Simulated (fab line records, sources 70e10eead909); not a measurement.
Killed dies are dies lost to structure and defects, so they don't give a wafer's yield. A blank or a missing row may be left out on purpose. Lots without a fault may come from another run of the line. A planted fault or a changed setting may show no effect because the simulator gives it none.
Which tool did it? | flow nand_harc | 6 lots, 18 wafers sampled, at 3 steps of a route of 1159

WHAT THE GAUGES READ, wafer by wafer
NHARC_END_SORT_01.
lot  | measured     | on        | killed_at_other
L330 | day 19 17:32 | prober-01 | 1 1 0
L339 | day 21 17:19 | prober-01 | 0 2 0
L343 | day 25 00:20 | prober-01 | 0 0 0

WHICH TOOL RAN EACH LOT (tool, then ch and the chambers of the sampled wafers, then the start)
lot  | NHARC_P_STI_ETCH_31                          | NHARC_P_GATE_HM_DEP_102
L330 | rie_diel-09 ch 0,2, day 2 17:38 or earlier   | acl_dep-01 ch 0, day 4 21:22
L332 | rie_diel-09 ch 0,2,3, day 3 07:04 or earlier | acl_dep-01 ch 0, day 5 09:25
L335 | rie_diel-11 ch 0,3, day 3 19:59 or earlier   | acl_dep-01 ch 0, day 5 15:25
L337 | rie_diel-06 ch 0,1, day 4 13:25 or earlier   | acl_dep-03 ch 0, day 6 18:28
L339 | rie_diel-09 ch 2,3, day 5 01:59 or earlier   | acl_dep-02 ch 0, day 7 07:41
L343 | rie_diel-09 ch 0,2, day 6 00:18 or earlier   | acl_dep-01 ch 0, day 8 01:35
- NHARC_P_STI_ETCH_31: etches the open film in CF4/CHF3, target depth 108.9 nm, time 54.5 s.
- NHARC_P_GATE_HM_DEP_102: deposits aC, target thk 120 nm.

THE ANSWER, worked out from the rows above alone
Rule: what is usual is taken from the lots themselves. Put in order of their means at a reading, lots are off if they are a third of the lots or fewer, leave a main group of 4 or more, and stand apart from it by a gap of 3 or more times the standard deviation of the main group's means; of several such gaps the widest counts. A main group whose means are all the same, to the digits that the tables above print for the reading, isn't used. A lot without any number at a reading at which 4 lots or more have one is off too. The other lots that the step has rows for count as sound.
No lot is off at any reading shown: from this, nothing can be told.

WHAT THE SIMULATOR HAD PUT IN
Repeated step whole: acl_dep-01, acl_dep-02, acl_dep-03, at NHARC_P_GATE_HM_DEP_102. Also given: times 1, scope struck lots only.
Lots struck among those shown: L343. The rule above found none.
